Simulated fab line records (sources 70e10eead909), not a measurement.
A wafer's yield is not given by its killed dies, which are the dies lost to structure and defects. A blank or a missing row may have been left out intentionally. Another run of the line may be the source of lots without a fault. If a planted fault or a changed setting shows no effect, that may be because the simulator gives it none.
Which of the tools did it? / flow nandHarc / 39 wafers from 13 lots sampled at 5 of the route's 1159 steps

== WHAT THE GAUGES READ, wafer by wafer ==
NHARC_END_SORT_01.
lot=L217; measured=day 24 05:56; on=prober-01; killedAtArray=672 32 30; killedAtOther=1 0 1; killedAtPeriphery=4 4 2; killedDies=677 36 33; killedOpen=2 4 6; killedShort=5 2 0
lot=L221; measured=day 24 23:58; on=prober-01; killedAtArray=670 27 18; killedAtOther=1 1 2; killedAtPeriphery=6 9 5; killedDies=677 37 25; killedOpen=3 4 0; killedShort=3 1 3

== WHAT TOOL EACH LOT RAN ON (gives the tool, then ch and the chambers of the sampled wafers, and finally the start) ==
lot=L200; NHARC_A_BLC_PVD_32=pvdSputter-02, day 17 08:41; NHARC_A_BONDPAD_DEGAS_25=pvdSputter-01, day 18 01:44; NHARC_A_BONDPAD_ANNEAL_28=rtpAnneal-02 ch 0, day 18 02:29; NHARC_HYBRID_BOND_ACTIVATE_00=rieDiel-04 ch 0,1,3, day 18 03:26
lot=L203; NHARC_A_BLC_PVD_32=pvdSputter-03, day 17 16:08; NHARC_A_BONDPAD_DEGAS_25=pvdSputter-02, day 18 04:54; NHARC_A_BONDPAD_ANNEAL_28=rtpAnneal-02 ch 0, day 18 05:41; NHARC_HYBRID_BOND_ACTIVATE_00=rieDiel-07 ch 0,2, day 18 06:40
lot=L201; NHARC_A_BLC_PVD_32=pvdSputter-01, day 17 19:42; NHARC_A_BONDPAD_DEGAS_25=pvdSputter-01, day 18 12:31; NHARC_A_BONDPAD_ANNEAL_28=rtpAnneal-02 ch 0, day 18 13:29; NHARC_HYBRID_BOND_ACTIVATE_00=rieDiel-04 ch 1,2, day 18 14:22
lot=L202; NHARC_A_BLC_PVD_32=pvdSputter-02, day 17 21:17; NHARC_A_BONDPAD_DEGAS_25=pvdSputter-01, day 18 13:14; NHARC_A_BONDPAD_ANNEAL_28=rtpAnneal-02 ch 0, day 18 13:59; NHARC_HYBRID_BOND_ACTIVATE_00=rieDiel-04 ch 1,2,3, day 18 14:55
lot=L206; NHARC_A_BLC_PVD_32=pvdSputter-02, day 18 13:49; NHARC_A_BONDPAD_DEGAS_25=pvdSputter-02, day 19 06:08; NHARC_A_BONDPAD_ANNEAL_28=rtpAnneal-01 ch 0, day 19 06:52; NHARC_HYBRID_BOND_ACTIVATE_00=rieDiel-04 ch 1,2,3, day 19 07:48
lot=L209; NHARC_A_BLC_PVD_32=pvdSputter-02, day 19 15:35; NHARC_A_BONDPAD_DEGAS_25=pvdSputter-02, day 20 03:58; NHARC_A_BONDPAD_ANNEAL_28=rtpAnneal-01 ch 0, day 20 04:59; NHARC_HYBRID_BOND_ACTIVATE_00=rieDiel-04 ch 0,1, day 20 05:55
lot=L211; NHARC_A_BLC_PVD_32=pvdSputter-02, day 20 10:20; NHARC_A_BONDPAD_DEGAS_25=pvdSputter-02, day 21 00:18; NHARC_A_BONDPAD_ANNEAL_28=rtpAnneal-01 ch 0, day 21 01:05; NHARC_HYBRID_BOND_ACTIVATE_00=rieDiel-04 ch 1,2,3, day 21 01:57
lot=L214; NHARC_A_BLC_PVD_32=pvdSputter-03, day 21 07:13; NHARC_A_BONDPAD_DEGAS_25=pvdSputter-03, day 22 00:06; NHARC_A_BONDPAD_ANNEAL_28=rtpAnneal-01 ch 0, day 22 01:04; NHARC_HYBRID_BOND_ACTIVATE_00=rieDiel-04 ch 0,2,3, day 22 02:11
lot=L215; NHARC_A_BLC_PVD_32=pvdSputter-01, day 21 08:16; NHARC_A_BONDPAD_DEGAS_25=pvdSputter-02, day 22 00:46; NHARC_A_BONDPAD_ANNEAL_28=rtpAnneal-01 ch 0, day 22 01:36; NHARC_HYBRID_BOND_ACTIVATE_00=rieDiel-03 ch 1,2,3, day 22 02:47
lot=L216; NHARC_A_BLC_PVD_32=pvdSputter-03, day 21 21:28; NHARC_A_BONDPAD_DEGAS_25=pvdSputter-02, day 22 15:14; NHARC_A_BONDPAD_ANNEAL_28=rtpAnneal-01 ch 0, day 22 16:04; NHARC_HYBRID_BOND_ACTIVATE_00=rieDiel-04 ch 0,2,3, day 22 17:01
lot=L217; NHARC_A_BLC_PVD_32=pvdSputter-03, day 22 05:17; NHARC_A_BONDPAD_DEGAS_25=pvdSputter-03, day 22 20:59; NHARC_A_BONDPAD_ANNEAL_28=rtpAnneal-01 ch 0, day 22 21:51; NHARC_HYBRID_BOND_ACTIVATE_00=rieDiel-07 ch 2,3, day 22 22:44
lot=L221; NHARC_A_BLC_PVD_32=pvdSputter-03, day 22 22:46; NHARC_A_BONDPAD_DEGAS_25=pvdSputter-03, day 23 16:22; NHARC_A_BONDPAD_ANNEAL_28=rtpAnneal-02 ch 0, day 23 17:17; NHARC_HYBRID_BOND_ACTIVATE_00=rieDiel-04 ch 1,2, day 23 18:05
lot=L223; NHARC_A_BLC_PVD_32=pvdSputter-01, day 23 05:17; NHARC_A_BONDPAD_DEGAS_25=pvdSputter-03, day 23 18:49; NHARC_A_BONDPAD_ANNEAL_28=rtpAnneal-02 ch 0, day 23 19:44; NHARC_HYBRID_BOND_ACTIVATE_00=rieDiel-07 ch 1,2,3, day 23 20:43
- NHARC_A_BLC_PVD_32: deposits Ti, target thk 5 nm, time 17.7 s.
- NHARC_A_BONDPAD_DEGAS_25: time 60 s.
- NHARC_A_BONDPAD_ANNEAL_28: time 90 s.
- NHARC_HYBRID_BOND_ACTIVATE_00: chemistry N2, time 60 s.

== AS READ BY THE TOOLS THEMSELVES (means over the sampled wafers that have a number; for cases with no such wafer, the mark the record gives instead) ==
NHARC_A_BLC_PVD_32.
lot=L200; tool=pvdSputter-02; chamberPressurePa (Pa)=5.008; throttleValvePct (%)=30.0
lot=L203; tool=pvdSputter-03; chamberPressurePa (Pa)=5.014; throttleValvePct (%)=28.9
lot=L201; tool=pvdSputter-01; chamberPressurePa (Pa)=5.011; throttleValvePct (%)=28.4
lot=L202; tool=pvdSputter-02; chamberPressurePa (Pa)=5.003; throttleValvePct (%)=30.2
lot=L206; tool=pvdSputter-02; chamberPressurePa (Pa)=4.998; throttleValvePct (%)=30.3
lot=L209; tool=pvdSputter-02; chamberPressurePa (Pa)=4.991; throttleValvePct (%)=30.4
lot=L211; tool=pvdSputter-02; chamberPressurePa (Pa)=5.002; throttleValvePct (%)=30.2
lot=L214; tool=pvdSputter-03; chamberPressurePa (Pa)=4.999; throttleValvePct (%)=30.1
lot=L215; tool=pvdSputter-01; chamberPressurePa (Pa)=5.001; throttleValvePct (%)=28.3
lot=L216; tool=pvdSputter-03; chamberPressurePa (Pa)=5.003; throttleValvePct (%)=30.5
lot=L217; tool=pvdSputter-03; chamberPressurePa (Pa)=4.999; throttleValvePct (%)=29.5
lot=L221; tool=pvdSputter-03; chamberPressurePa (Pa)=5.009; throttleValvePct (%)=29.5
lot=L223; tool=pvdSputter-01; chamberPressurePa (Pa)=4.998; throttleValvePct (%)=29.9

NHARC_A_BONDPAD_DEGAS_25.
lot=L200; tool=pvdSputter-01; heaterPowerW (W)=450
lot=L203; tool=pvdSputter-02; heaterPowerW (W)=482
lot=L201; tool=pvdSputter-01; heaterPowerW (W)=455
lot=L202; tool=pvdSputter-01; heaterPowerW (W)=439
lot=L206; tool=pvdSputter-02; heaterPowerW (W)=463
lot=L209; tool=pvdSputter-02; heaterPowerW (W)=474
lot=L211; tool=pvdSputter-02; heaterPowerW (W)=520
lot=L214; tool=pvdSputter-03; heaterPowerW (W)=508
lot=L215; tool=pvdSputter-02; heaterPowerW (W)=544
lot=L216; tool=pvdSputter-02; heaterPowerW (W)=534
lot=L217; tool=pvdSputter-03; heaterPowerW (W)=536
lot=L221; tool=pvdSputter-03; heaterPowerW (W)=488
lot=L223; tool=pvdSputter-03; heaterPowerW (W)=505

NHARC_A_BONDPAD_ANNEAL_28.
lot=L200 tool=rtpAnneal-02 wafer_temp_C_max=226.5
lot=L203 tool=rtpAnneal-02 wafer_temp_C_max=226.7
lot=L201 tool=rtpAnneal-02 wafer_temp_C_max=226.2
lot=L202 tool=rtpAnneal-02 wafer_temp_C_max=225.8
lot=L206 tool=rtpAnneal-01 wafer_temp_C_max=225.7
lot=L209 tool=rtpAnneal-01 wafer_temp_C_max=225.7
lot=L211 tool=rtpAnneal-01 wafer_temp_C_max=225.9
lot=L214 tool=rtpAnneal-01 wafer_temp_C_max=225.8
lot=L215 tool=rtpAnneal-01 wafer_temp_C_max=225.8
lot=L216 tool=rtpAnneal-01 wafer_temp_C_max=225.8
lot=L217 tool=rtpAnneal-01 wafer_temp_C_max=225.9
lot=L221 tool=rtpAnneal-02 wafer_temp_C_max=225.9
lot=L223 tool=rtpAnneal-02 wafer_temp_C_max=226.1

NHARC_HYBRID_BOND_ACTIVATE_00.
lot=L200; tool=rieDiel-04; drypumpMotorCurrentA (A)=5.6; mfcArSccm (sccm)=0.000; oesProductAu (a.u.)=1.007; rfVppV (V)=63.6; showerheadPlenumPTorr (Torr)=1.83
lot=L203; tool=rieDiel-07; drypumpMotorCurrentA (A)=5.6; mfcArSccm (sccm)=0.000; oesProductAu (a.u.)=1.010; rfVppV (V)=63.5; showerheadPlenumPTorr (Torr)=1.77
lot=L201; tool=rieDiel-04; drypumpMotorCurrentA (A)=5.7; mfcArSccm (sccm)=0.006; oesProductAu (a.u.)=1.015; rfVppV (V)=64.0; showerheadPlenumPTorr (Torr)=1.87
lot=L202; tool=rieDiel-04; drypumpMotorCurrentA (A)=5.9; mfcArSccm (sccm)=0.003; oesProductAu (a.u.)=1.015; rfVppV (V)=63.7; showerheadPlenumPTorr (Torr)=1.86
lot=L206; tool=rieDiel-04; drypumpMotorCurrentA (A)=5.9; mfcArSccm (sccm)=0.003; oesProductAu (a.u.)=1.007; rfVppV (V)=64.3; showerheadPlenumPTorr (Torr)=1.86
lot=L209; tool=rieDiel-04; drypumpMotorCurrentA (A)=5.2; mfcArSccm (sccm)=0.000; oesProductAu (a.u.)=1.007; rfVppV (V)=64.0; showerheadPlenumPTorr (Torr)=1.82
lot=L211; tool=rieDiel-04; drypumpMotorCurrentA (A)=5.9; mfcArSccm (sccm)=0.003; oesProductAu (a.u.)=0.994; rfVppV (V)=64.3; showerheadPlenumPTorr (Torr)=1.85
lot=L214; tool=rieDiel-04; drypumpMotorCurrentA (A)=5.5; mfcArSccm (sccm)=0.003; oesProductAu (a.u.)=0.993; rfVppV (V)=64.8; showerheadPlenumPTorr (Torr)=1.84
lot=L215; tool=rieDiel-03; drypumpMotorCurrentA (A)=5.7; mfcArSccm (sccm)=0.004; oesProductAu (a.u.)=1.004; rfVppV (V)=64.0; showerheadPlenumPTorr (Torr)=1.79
lot=L216; tool=rieDiel-04; drypumpMotorCurrentA (A)=5.5; mfcArSccm (sccm)=0.003; oesProductAu (a.u.)=0.995; rfVppV (V)=63.5; showerheadPlenumPTorr (Torr)=1.84
lot=L217; tool=rieDiel-07; drypumpMotorCurrentA (A)=5.6; mfcArSccm (sccm)=0.002; oesProductAu (a.u.)=0.990; rfVppV (V)=64.2; showerheadPlenumPTorr (Torr)=1.73
lot=L221; tool=rieDiel-04; drypumpMotorCurrentA (A)=5.8; mfcArSccm (sccm)=0.004; oesProductAu (a.u.)=1.002; rfVppV (V)=65.2; showerheadPlenumPTorr (Torr)=1.86
lot=L223; tool=rieDiel-07; drypumpMotorCurrentA (A)=6.0; mfcArSccm (sccm)=0.001; oesProductAu (a.u.)=0.988; rfVppV (V)=65.1; showerheadPlenumPTorr (Torr)=1.73

== THE ANSWER, worked out from the rows above alone ==
Rule: what is usual is taken from the lots themselves. The widest of any qualifying gaps counts: lots, ordered by their means at a reading, are off when they make up no more than a third of the lots, leave a main group of 4 or more, and stand apart from it by 3 or more times the standard deviation of that group's means. Not used: any main group whose means are identical at the precision the tables above print for the reading. Also off: a lot with no number at a reading for which 4 or more lots have one. The other lots that the step has rows for count as sound. First the gauges in route order, then the tools' own readings, where a lot's mean is used as printed above. The first step at which some lot is off is used, and at that step the reading that is off furthest; a lot without a number counts as furthest.
No lot is off on any of the readings shown, so nothing can be concluded from this.

== WHAT WAS PUT IN BY THE SIMULATOR ==
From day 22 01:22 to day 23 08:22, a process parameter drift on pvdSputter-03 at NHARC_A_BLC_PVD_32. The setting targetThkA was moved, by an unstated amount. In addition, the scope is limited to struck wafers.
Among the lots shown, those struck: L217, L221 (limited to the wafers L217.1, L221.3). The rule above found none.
